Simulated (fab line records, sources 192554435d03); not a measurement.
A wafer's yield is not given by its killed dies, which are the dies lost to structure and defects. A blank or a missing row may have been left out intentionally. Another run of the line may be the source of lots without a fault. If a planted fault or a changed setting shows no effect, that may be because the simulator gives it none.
Chamber matching || flow n5-finfet || pecvd-03 running N5_BEOL_M8_ILD_DEP_00: 3 sister chambers
The step deposits SiCOH lowk from DEMS/porogen, target thk 179.75 nm, time 33.4 s. 24 wafers are shown with their chamber, then 12 later ones without.

== EACH WAFER AND ITS CHAMBER ==
{"wafer": "L076.2", "chamber": 0, "throttle-valve-pct (%)": 13.7, "showerhead-plenum-p-Torr (Torr)": 5.686, "heater-power-w (W)": 331}
{"wafer": "L076.4", "chamber": 0, "throttle-valve-pct (%)": 13.4, "showerhead-plenum-p-Torr (Torr)": 5.690, "heater-power-w (W)": 342}
{"wafer": "L076.5", "chamber": 0, "throttle-valve-pct (%)": 13.4, "showerhead-plenum-p-Torr (Torr)": 5.694, "heater-power-w (W)": 332}
{"wafer": "L077.2", "chamber": 1, "throttle-valve-pct (%)": 14.1, "showerhead-plenum-p-Torr (Torr)": 5.768, "heater-power-w (W)": 330}
{"wafer": "L077.4", "chamber": 1, "throttle-valve-pct (%)": 14.4, "showerhead-plenum-p-Torr (Torr)": 5.756, "heater-power-w (W)": 337}
{"wafer": "L077.5", "chamber": 0, "throttle-valve-pct (%)": 13.6, "showerhead-plenum-p-Torr (Torr)": 5.701, "heater-power-w (W)": 331}
{"wafer": "L081.1", "chamber": 0, "throttle-valve-pct (%)": 13.5, "showerhead-plenum-p-Torr (Torr)": 5.698, "heater-power-w (W)": 352}
{"wafer": "L081.2", "chamber": 2, "throttle-valve-pct (%)": 12.5, "showerhead-plenum-p-Torr (Torr)": 5.751, "heater-power-w (W)": 327}
{"wafer": "L081.5", "chamber": 2, "throttle-valve-pct (%)": 12.4, "showerhead-plenum-p-Torr (Torr)": 5.758, "heater-power-w (W)": 340}
{"wafer": "L082.1", "chamber": 0, "throttle-valve-pct (%)": 13.9, "showerhead-plenum-p-Torr (Torr)": 5.693, "heater-power-w (W)": 301}
{"wafer": "L082.3", "chamber": 0, "throttle-valve-pct (%)": 13.5, "showerhead-plenum-p-Torr (Torr)": 5.690, "heater-power-w (W)": 308}
{"wafer": "L082.4", "chamber": 2, "throttle-valve-pct (%)": 12.3, "showerhead-plenum-p-Torr (Torr)": 5.752, "heater-power-w (W)": 265}
{"wafer": "L083.1", "chamber": 0, "throttle-valve-pct (%)": 13.6, "showerhead-plenum-p-Torr (Torr)": 5.682, "heater-power-w (W)": 319}
{"wafer": "L083.3", "chamber": 1, "throttle-valve-pct (%)": 14.1, "showerhead-plenum-p-Torr (Torr)": 5.756, "heater-power-w (W)": 297}
{"wafer": "L083.6", "chamber": 2, "throttle-valve-pct (%)": 12.4, "showerhead-plenum-p-Torr (Torr)": 5.753, "heater-power-w (W)": 323}
{"wafer": "L087.3", "chamber": 0, "throttle-valve-pct (%)": 13.6, "showerhead-plenum-p-Torr (Torr)": 5.677, "heater-power-w (W)": 336}
{"wafer": "L087.5", "chamber": 1, "throttle-valve-pct (%)": 14.0, "showerhead-plenum-p-Torr (Torr)": 5.752, "heater-power-w (W)": 304}
{"wafer": "L087.6", "chamber": 2, "throttle-valve-pct (%)": 12.3, "showerhead-plenum-p-Torr (Torr)": 5.763, "heater-power-w (W)": 348}
{"wafer": "L090.1", "chamber": 0, "throttle-valve-pct (%)": 13.5, "showerhead-plenum-p-Torr (Torr)": 5.697, "heater-power-w (W)": 288}
{"wafer": "L090.2", "chamber": 2, "throttle-valve-pct (%)": 12.7, "showerhead-plenum-p-Torr (Torr)": 5.766, "heater-power-w (W)": 326}
{"wafer": "L090.4", "chamber": 0, "throttle-valve-pct (%)": 13.8, "showerhead-plenum-p-Torr (Torr)": 5.699, "heater-power-w (W)": 292}
{"wafer": "L089.3", "chamber": 2, "throttle-valve-pct (%)": 12.3, "showerhead-plenum-p-Torr (Torr)": 5.754, "heater-power-w (W)": 284}
{"wafer": "L089.5", "chamber": 1, "throttle-valve-pct (%)": 14.1, "showerhead-plenum-p-Torr (Torr)": 5.742, "heater-power-w (W)": 303}
{"wafer": "L089.6", "chamber": 0, "throttle-valve-pct (%)": 13.8, "showerhead-plenum-p-Torr (Torr)": 5.698, "heater-power-w (W)": 318}

SIGNATURES, as means of the wafers listed above
{"reading": "throttle-valve-pct", "chamber 0": 13.608, "chamber 1": 14.140, "chamber 2": 12.414, "scatter within a chamber": 0.156}
{"reading": "showerhead-plenum-p-Torr", "chamber 0": 5.69208, "chamber 1": 5.75480, "chamber 2": 5.75671, "scatter within a chamber": 0.00741}
{"reading": "heater-power-w", "chamber 0": 320.83, "chamber 1": 314.20, "chamber 2": 316.14, "scatter within a chamber": 23.1}
Rule: for a wafer and a chamber, the distance is found by dividing, reading by reading, the gap between the wafer's reading and the chamber's mean by the reading's scatter, squaring, summing and taking the root. The wafer belongs to the nearest chamber; if the next one is less than 2 further off, it can't be placed. The scatter: the root of (the sum of the squares of (reading less its chamber's mean) over the shown wafers, divided by (wafers less chambers)).

== WAFERS WHOSE CHAMBER IS MISSING ==
{"wafer": "L091.1", "throttle-valve-pct (%)": 14.1, "showerhead-plenum-p-Torr (Torr)": 5.736, "heater-power-w (W)": 270}
{"wafer": "L091.2", "throttle-valve-pct (%)": 13.9, "showerhead-plenum-p-Torr (Torr)": 5.685, "heater-power-w (W)": 359}
{"wafer": "L091.4", "throttle-valve-pct (%)": 12.8, "showerhead-plenum-p-Torr (Torr)": 5.765, "heater-power-w (W)": 295}
{"wafer": "L092.1", "throttle-valve-pct (%)": 13.8, "showerhead-plenum-p-Torr (Torr)": 5.695, "heater-power-w (W)": 279}
{"wafer": "L092.2", "throttle-valve-pct (%)": 14.2, "showerhead-plenum-p-Torr (Torr)": 5.741, "heater-power-w (W)": 322}
{"wafer": "L092.6", "throttle-valve-pct (%)": 13.7, "showerhead-plenum-p-Torr (Torr)": 5.693, "heater-power-w (W)": 285}
{"wafer": "L093.1", "throttle-valve-pct (%)": 13.7, "showerhead-plenum-p-Torr (Torr)": 5.697, "heater-power-w (W)": 341}
{"wafer": "L093.3", "throttle-valve-pct (%)": 12.4, "showerhead-plenum-p-Torr (Torr)": 5.776, "heater-power-w (W)": 287}
{"wafer": "L093.6", "throttle-valve-pct (%)": 12.5, "showerhead-plenum-p-Torr (Torr)": 5.768, "heater-power-w (W)": 285}
{"wafer": "L097.2", "throttle-valve-pct (%)": 14.2, "showerhead-plenum-p-Torr (Torr)": 5.754, "heater-power-w (W)": 321}
{"wafer": "L097.5", "throttle-valve-pct (%)": 14.3, "showerhead-plenum-p-Torr (Torr)": 5.747, "heater-power-w (W)": 318}
{"wafer": "L097.6", "throttle-valve-pct (%)": 12.7, "showerhead-plenum-p-Torr (Torr)": 5.744, "heater-power-w (W)": 329}

== CHAMBER TAKEN BY EACH ==
{"wafer": "L091.1", "from the rows above": 1, "in truth": 1}
{"wafer": "L091.2", "from the rows above": 0, "in truth": 0}
{"wafer": "L091.4", "from the rows above": 2, "in truth": 2}
{"wafer": "L092.1", "from the rows above": 0, "in truth": 0}
{"wafer": "L092.2", "from the rows above": 1, "in truth": 1}
{"wafer": "L092.6", "from the rows above": 0, "in truth": 0}
{"wafer": "L093.1", "from the rows above": 0, "in truth": 0}
{"wafer": "L093.3", "from the rows above": 2, "in truth": 2}
{"wafer": "L093.6", "from the rows above": 2, "in truth": 2}
{"wafer": "L097.2", "from the rows above": 1, "in truth": 1}
{"wafer": "L097.5", "from the rows above": 1, "in truth": 1}
{"wafer": "L097.6", "from the rows above": 2, "in truth": 2}
Correct placement for 12 of the 12. From these rows, 0 cannot be placed. Placed wrongly: 0.
